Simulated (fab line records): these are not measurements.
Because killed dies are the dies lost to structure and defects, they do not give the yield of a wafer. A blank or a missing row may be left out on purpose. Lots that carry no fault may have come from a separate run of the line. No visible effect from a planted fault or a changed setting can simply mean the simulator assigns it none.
fab line records    flow n5-finfet
record: lots: 4  wafers: 12  last-day: 18
route steps=1938 shown BEOL_M4@1037
lots that met no fault: from a run of the same line without faults
start-h: hours from the record's first day to the start of the lot's first wafer shown    wait-h: hours elapsed since this lot's preceding step    " repeats the value in the row above    L1.1+2: several wafers, shown together as one row    - no value, or no start was given    * or withheld: withheld    < > ~ a bound
route shown NAME@n: NAME is a module with steps in the file, n the number in the route of the first one    usual: the fault-free wafers' mean and standard deviation    same: alike in all rows    chamber/n: place in a boat    sites: the reading at each site    _std_site: how widely they spread, as a standard deviation    _edge_site: mean of outer sites minus mean of inner sites    radius-mm: for every site, how far away it sits from the centre of the wafer    mask NAME#n: copy n    behind: the last tool/chamber to shape the wafer    hold: why the lot was held/for how many hours/how that ended    device: whichever transistor did not switch (one of n, p or np)    end of line: tests of these same wafers at the route's end    for a step that has no rows: nothing shown but its recipe    killed: count of dies lost to structure and defects at first sort (not the wafer's yield)    map: dies across one wafer; x = killed, . = not, _ = none there
set.NAME: setting as actually run; set.NAME@STEP: the setting as run at that earlier step    model.NAME: the simulator's own value behind a step, which no gauge read
lots at selected steps of the route; one table per step, one row per wafer
services: from which hour (start-h, from the record's first day; less than 0 if before it) a tool's chamber was out of use, for how many hours, and why
== steps ==
step: N5_BEOL_M4_DESCUM_16
recipe: chemistry: O2  time-s: 7  source-power-w: 50  bias-power-w: 20  pressure-mtorr: 20  rf-frequency-hz: 2.712e+07  temp-c: 40  resist: CAR-EUV  o2-flow-sccm: 225
step: N5_BEOL_M4_ETCH_74
recipe: chemistry: N2/H2  target: underlayer  target-depth-a: 65  mask-material: CAR-EUV  time-s: 5.2  ion-energy-ev: 200  pressure-mtorr: 30  source-w: 840  bias-w: 150  n2-flow-sccm: 200  h2-flow-sccm: 200  ends: cleared
step: N5_BEOL_M4_ETCH_63
recipe: chemistry: CF4  target: SiARC  target-depth-a: 156  mask-material: CAR-EUV  time-s: 26  ion-energy-ev: 80  pressure-mtorr: 40  source-w: 545  bias-w: 36  Ar_flow_sccm: 100  cf4-flow-sccm: 100  ends: cleared
step: N5_BEOL_M4_ETCH_64
recipe: chemistry: N2/H2  target: SOC  target-depth-a: 750  overetch-a: 225  mask-material: SiARC  temp-c: 40  time-s: 121.9  ion-energy-ev: 200  pressure-mtorr: 30  source-w: 840  bias-w: 150  n2-flow-sccm: 200  h2-flow-sccm: 200
step: N5_BEOL_M4_STRIP_65
recipe: chemistry: N2/H2  temp-c: 40  n2-flow-sccm: 200  h2-flow-sccm: 200  rf-frequency-hz: 6e+07
step: N5_BEOL_M4_STRIP_75
recipe: chemistry: N2/H2  temp-c: 40  n2-flow-sccm: 200  h2-flow-sccm: 200  rf-frequency-hz: 6e+07
step: N5_BEOL_M4_STRIP_66
recipe: chemistry: CF4  resist: SiARC  power-w: 300  bias-power-w: 75  pressure-mtorr: 50  cf4-flow-sccm: 150  rf-frequency-hz: 6e+07
step: N5_BEOL_M4_HM_OPEN_17
recipe: chemistry: Cl2/BCl3  target-depth-a: 200  overetch-a: 60  target: TiN  mask-material: SOC  ion-energy-ev: 150  pressure-mtorr: 10  icp-w: 1000  bias-w: 126  Cl2_flow_sccm: 53.25  bcl3-flow-sccm: 21.75  Ar_flow_sccm: 25
step: N5_BEOL_M4_STRIP_19
recipe: chemistry: O2  power-w: 400  temp-c: 40  pressure-mtorr: 30  rf-frequency-hz: 6e+07  bias-power-w: 0  overash-fraction: 0.2  o2-flow-sccm: 225
step: N5_BEOL_M4_COAT_67
recipe: resist: SOC  temp-c: 250  time-s: 60  spin-rpm: 1500  resist-thk-nm: 60
step: N5_BEOL_M4_COAT_68
recipe: resist: SiARC  temp-c: 220  time-s: 60  spin-rpm: 1500  resist-thk-nm: 12
usual: spin-speed-rpm: 1500.0/0.96
lot.wafer  tool            chamber  start-h  wait-h  spin-speed-rpm  model.SiARC_of_BEOL_M4_COAT_68.thk-nm
L340.1     litho-track-01  0        190.42   -       1500.2          12
L340.4     "               0        "        "       1501.1          12
L340.5     "               0        "        "       1500.9          12
L344.1     litho-track-01  0        226.73   -       1685.6          11.4
L344.2     "               0        "        "       1685.9          11.4
L344.5     "               0        "        "       1685.4          11.4
L346.1     litho-track-01  0        232.65   -       1684.5          11.2
L346.3     "               0        "        "       1683.7          11.2
L346.6     "               0        "        "       1683.9          11.2
L355.2     litho-track-04  0        306.30   -       1498.6          12
L355.3     "               0        "        "       1498.3          12
L355.4     "               0        "        "       1497.2          12
step: N5_BEOL_M4_COAT_76
recipe: resist: underlayer  temp-c: 205  time-s: 60  spin-rpm: 1500  resist-thk-nm: 5
step: N5_BEOL_M4_COAT_22
recipe: resist: CAR-EUV  spin-rpm: 1500  resist-thk-nm: 30
step: N5_BEOL_M4_EBR_24
recipe: solvent: PGMEA  ebr-width-mm: 1.5
step: N5_BEOL_M4_SOFTBAKE_23
recipe: temp-c: 110  time-s: 60  resist: CAR-EUV
step: N5_BEOL_M4_EXPOSE_25
recipe: mask-id: V3  na: 0.33  source-shape: quasar  sigma-inner: 0.2  sigma-outer: 0.8  polarization: unpolarized  defocus-nm: 5  dose-mj: 63
step: N5_BEOL_M4_PEB_26
recipe: peb-temp-c: 100  peb-time-s: 60  resist: CAR-EUV
step: N5_BEOL_M4_DEVELOP_27
recipe: develop-time-s: 30  developer: TMAH  resist: CAR-EUV  rinse-liquid: surfactant-rinse  dry: air-spin  dev-temp-c: 23
step: N5_BEOL_M4_DESCUM_33
recipe: chemistry: O2  time-s: 7  source-power-w: 50  bias-power-w: 20  pressure-mtorr: 20  rf-frequency-hz: 2.712e+07  temp-c: 40  resist: CAR-EUV  o2-flow-sccm: 225
step: N5_BEOL_M4_ETCH_77
recipe: chemistry: N2/H2  target: underlayer  target-depth-a: 65  mask-material: CAR-EUV  time-s: 5.2  ion-energy-ev: 200  pressure-mtorr: 30  source-w: 840  bias-w: 150  n2-flow-sccm: 200  h2-flow-sccm: 200  ends: cleared
step: N5_BEOL_M4_ETCH_69
recipe: chemistry: CF4  target: SiARC  target-depth-a: 156  mask-material: CAR-EUV  time-s: 26  ion-energy-ev: 80  pressure-mtorr: 40  source-w: 545  bias-w: 36  Ar_flow_sccm: 100  cf4-flow-sccm: 100  ends: cleared
usual: drypump-motor-current-A: 5.9/0.44  etch-rf-on-time-s: 25.81/0.29  oes-product-au: 0.69/0.081  rf-vpp-V: 184.0/1.1  showerhead-plenum-p-Torr: 2.13/0.067  throttle-valve-pct: 15.44/0.24
lot.wafer  tool         chamber  start-h  wait-h  drypump-motor-current-A  etch-rf-on-time-s  oes-product-au  rf-hours-counter-h  rf-vpp-V  showerhead-plenum-p-Torr  throttle-valve-pct  model.etch.depth-nm  model.CAR-EUV_of_BEOL_M4_COAT_22.thk-nm
L340.1     rie-diel-03  3        190.88   0.0     6.3                      26.27              0.59            248                 184.7     2.11                      15.98               11.97                11.2
L340.4     "            3        "        "       6.3                      26.39              0.59            -                   185.0     2.11                      15.97               11.96                11.2
L340.5     "            1        "        "       5.8                      25.76              0.61            -                   184.3     2.20                      15.60               11.97                11.2
L344.1     rie-diel-03  2        227.20   0.0     6.4                      24.51              0.60            217                 182.7     2.03                      15.59               11.32                11.8
L344.2     "            0        "        "       6.3                      24.78              0.79            13                  184.2     2.10                      15.08               11.32                11.8
L344.5     "            0        "        "       6.3                      24.78              0.79            -                   184.7     2.10                      15.08               11.32                11.8
L346.1     rie-diel-03  3        233.26   0.0     6.3                      24.07              0.84            1                   182.8     2.11                      15.46               11.26                11.8
L346.3     "            0        "        "       6.3                      24.51              0.79            15                  183.5     2.10                      15.08               11.28                11.8
L346.6     "            1        "        "       5.8                      24.33              0.60            -                   184.3     2.20                      15.63               11.27                11.8
L355.2     rie-diel-02  0        306.91   0.0     5.5                      25.90              0.64            152                 183.7     2.14                      15.29               11.95                11
L355.3     "            1        "        "       4.8                      26.05              0.80            12                  185.3     2.28                      15.16               11.96                11
L355.4     "            3        "        "       5.8                      26.53              0.64            139                 184.8     2.15                      15.69               11.97                11.2
step: N5_BEOL_M4_ALD_98
recipe: material: SiO2  target-thk-a: 25  temp-c: 100  ald-precursor-family: BDEAS  ald-co-reactant: O2-plasma  pulse-time-s: 1  co-reactant-pulse-time-s: 1  purge-time-s: 2  co-reactant-purge-time-s: 2  ald-cycles: 17  pressure-torr: 2
step: N5_BEOL_M4_ETCHBACK_99
recipe: chemistry: CHF3  target: SiO2  target-depth-a: 50  time-s: 10.4  source-w: 215  bias-w: 47  Ar_flow_sccm: 200  CHF3_flow_sccm: 12  ion-energy-ev: 100  pressure-mtorr: 30
usual: drypump-motor-current-A: 5.9/0.41  oes-product-au: 0.80/0.082  rf-vpp-V: 239.6/2.6  showerhead-plenum-p-Torr: 2.16/0.068  throttle-valve-pct: 16.91/0.24
lot.wafer  tool         chamber  start-h  wait-h  drypump-motor-current-A  oes-product-au  rf-hours-counter-h  rf-vpp-V  showerhead-plenum-p-Torr  throttle-valve-pct  model.CAR-EUV_of_BEOL_M4_COAT_22.thk-nm
L340.1     rie-diel-03  3        191.08   0.1     6.3                      0.69            248                 239.3     2.13                      17.45               10.4
L340.4     "            2        "        "       6.4                      0.72            -                   244.5     2.04                      17.02               10.4
L340.5     "            3        "        "       6.3                      0.69            -                   238.4     2.13                      17.44               10.4
L344.1     rie-diel-01  1        228.03   0.5     5.9                      0.85            51                  238.7     2.09                      16.85               11
L344.2     "            0        "        "       6.2                      0.91            22                  237.7     2.20                      16.52               11
L344.5     "            0        "        "       6.2                      0.91            -                   239.1     2.20                      16.53               11
L346.1     rie-diel-01  1        237.66   4.3     5.9                      0.86            55                  238.3     2.09                      16.84               11
L346.3     "            0        "        "       6.2                      0.90            25                  236.4     2.20                      16.53               11
L346.6     "            1        "        "       5.9                      0.85            -                   237.7     2.09                      16.87               11
L355.2     rie-diel-03  0        308.27   1.2     6.3                      0.87            42                  241.6     2.10                      16.56               10.4
L355.3     "            0        "        "       6.3                      0.86            -                   241.0     2.10                      16.57               10.4
L355.4     "            3        "        "       6.3                      0.91            -                   239.6     2.12                      17.05               10.4
step: N5_BEOL_M4_ETCH_70
recipe: chemistry: N2/H2  target: SOC  target-depth-a: 800  overetch-a: 240  mask-material: SiARC  temp-c: 40  time-s: 130  ion-energy-ev: 200  pressure-mtorr: 30  source-w: 840  bias-w: 150  n2-flow-sccm: 200  h2-flow-sccm: 200
usual: drypump-motor-current-A: 5.9/0.41  oes-product-au: 0.59/0.059  rf-vpp-V: 524.0/2.3  showerhead-plenum-p-Torr: 2.55/0.08  temp-c: 40.01/0.11  throttle-valve-pct: 17.67/0.23
lot.wafer  tool         chamber  start-h  wait-h  drypump-motor-current-A  oes-product-au  rf-hours-counter-h  rf-vpp-V  showerhead-plenum-p-Torr  temp-c  throttle-valve-pct  model.SiARC_of_BEOL_M4_COAT_68.thk-nm
L340.1     rie-diel-03  3        191.12   0.0     6.3                      0.51            248                 522.4     2.51                      40.03   18.22               6
L340.4     "            2        "        "       6.4                      0.53            -                   520.3     2.42                      40.13   17.75               5.8
L340.5     "            3        "        "       6.3                      0.51            -                   523.7     2.51                      40.02   18.22               6
L344.1     rie-diel-01  1        228.07   0.0     5.9                      0.63            52                  521.8     2.48                      40.00   17.67               5.2
L344.2     "            0        "        "       6.3                      0.66            22                  524.8     2.60                      39.85   17.27               5.2
L344.5     "            0        "        "       6.2                      0.67            -                   524.9     2.60                      39.91   17.28               5.2
L346.1     rie-diel-01  1        237.70   0.0     5.9                      0.61            55                  522.1     2.48                      40.05   17.68               5
L346.3     "            0        "        "       6.2                      0.65            25                  525.4     2.60                      39.83   17.27               5
L346.6     "            1        "        "       5.9                      0.63            -                   522.5     2.47                      40.31   17.69               5
L355.2     rie-diel-03  0        308.33   0.0     6.3                      0.63            42                  522.5     2.48                      39.89   17.34               5.8
L355.3     "            0        "        "       6.3                      0.64            -                   520.6     2.48                      40.00   17.34               5.8
L355.4     "            3        "        "       6.3                      0.66            -                   521.3     2.50                      40.07   17.84               5.8
step: N5_BEOL_M4_STRIP_71
recipe: chemistry: N2/H2  temp-c: 40  n2-flow-sccm: 200  h2-flow-sccm: 200  rf-frequency-hz: 6e+07
step: N5_BEOL_M4_RC_MEAS_101
usual: DIBL_N: 36.4/1.2  DIBL_P: 36.1/1.6  IOFF_N: 0.156/0.024  IOFF_P: 0.21/0.031  ION_N: 674/11  ION_P: 463/6.9  SS_N: 71.5/0.5  SS_P: 73.2/0.55  VT_N: 250.0/2.9  VT_P: -250/3.6
lot.wafer  tool       chamber  start-h  wait-h  DIBL_N[mV/V]  DIBL_P[mV/V]  IOFF_N[nA/um]  IOFF_P[nA/um]  ION_N[uA/um]  ION_P[uA/um]  SS_N[mV/dec]  SS_P[mV/dec]  VT_N[mV]  VT_P[mV]
L340.1     prober-02  0        195.83   0.0     37.4          37.2          0.192          0.26           690           480           71.0          74.1          246.9     -245
L340.4     "          0        "        "       36.2          35.9          0.174          0.22           694           472           71.1          74.0          248.1     -247
L340.5     "          0        "        "       36.4          36.8          0.175          0.26           692           478           70.6          74.5          248.4     -245
L344.1     prober-02  0        232.40   0.0     39.6          39.9          0.216          0.30           697           481           71.5          73.4          246.6     -245
L344.2     "          0        "        "       38.9          38.7          0.189          0.25           686           472           72.1          73.6          247.5     -247
L344.5     "          0        "        "       38.9          38.0          0.180          0.25           675           465           72.3          73.4          249.4     -246
L346.1     prober-01  0        242.03   0.0     36.0          34.4          0.116          0.14           655           451           71.2          72.0          258.6     -260
L346.3     "          0        "        "       37.5          36.7          0.142          0.18           670           449           71.9          73.2          250.9     -256
L346.6     "          0        "        "       36.0          35.3          0.120          0.16           666           448           71.5          72.6          255.5     -256
L355.2     prober-02  0        314.79   0.2     36.5          37.3          0.168          0.22           673           464           71.8          73.5          247.5     -250
L355.3     "          0        "        "       38.1          38.8          0.196          0.24           689           466           71.8          74.1          246.7     -246
L355.4     "          0        "        "       35.9          35.8          0.140          0.19           659           459           71.7          73.5          252.1     -250
== services ==
tool            chamber  start-h  hours  kind
rie-diel-01     1        172.82   7.6    repair
rie-diel-02     0        174.77   2.9    repair
rie-diel-03     0        180.07   -      clean
rie-diel-03     0        180.07   -      consumable-replace:focus-ring
rie-diel-03     0        180.07   19.5   scheduled-down
rie-diel-03     0        180.07   19.5   vent-cycle
rie-diel-03     3        199.55   -      clean
rie-diel-03     3        199.55   -      consumable-replace:focus-ring
rie-diel-03     3        199.55   31.3   scheduled-down
rie-diel-03     3        199.55   31.3   vent-cycle
rie-diel-01     3        225.93   4.2    repair
rie-diel-02     1        238.88   -      clean
rie-diel-02     1        238.88   -      consumable-replace:focus-ring
rie-diel-02     1        238.88   -      consumable-replace:showerhead
rie-diel-02     1        238.88   29.3   scheduled-down
rie-diel-02     1        238.88   29.3   vent-cycle
rie-diel-03     1        296.75   -      clean
rie-diel-03     1        296.75   -      consumable-replace:focus-ring
rie-diel-03     1        296.75   21.4   scheduled-down
rie-diel-03     1        296.75   21.4   vent-cycle
litho-track-04  -        296.84   -      consumable-replace:filter
rie-diel-03     -        297.60   0.3    repair
rie-diel-03     2        307.14   2.8    repair
== key ==
first-sign: step: N5_BEOL_M4_COAT_68  reading: spin-speed-rpm  direction: up  sigmas: 99+  usual: *  struck: *
effect: step: N5_BEOL_M4_ETCH_69  reading: etch-rf-on-time-s  direction: down  sigmas: 4.5  usual: *  struck: *
model-effect: step: N5_BEOL_M4_COAT_68  value: SiARC_of_BEOL_M4_COAT_68.thk-nm  without: 12  struck: 11.3
model-effect: step: N5_BEOL_M4_ETCH_69  value: etch.depth-nm  without: 11.97  struck: 11.29
model-effect: step: N5_BEOL_M4_ETCHBACK_99  value: CAR-EUV_of_BEOL_M4_COAT_22.thk-nm  without: 10.5  struck: 11
model-effect: step: N5_BEOL_M4_ETCH_70  value: SiARC_of_BEOL_M4_COAT_68.thk-nm  without: 5.8  struck: 5.1
met-at N5_BEOL_M4_COAT_68
struck-wafers L344.1,L344.2,L344.5,L346.1,L346.3,L346.6
onset-between 190.42 226.73
fault: kind: process-parameter-drift  tool: litho-track-01  chamber: -  onset-h: 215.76  steps: N5_BEOL_M4_COAT_68  channel: spin-rpm  offset: *  shape: step  end-h: 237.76  acts-in: *  stated: *
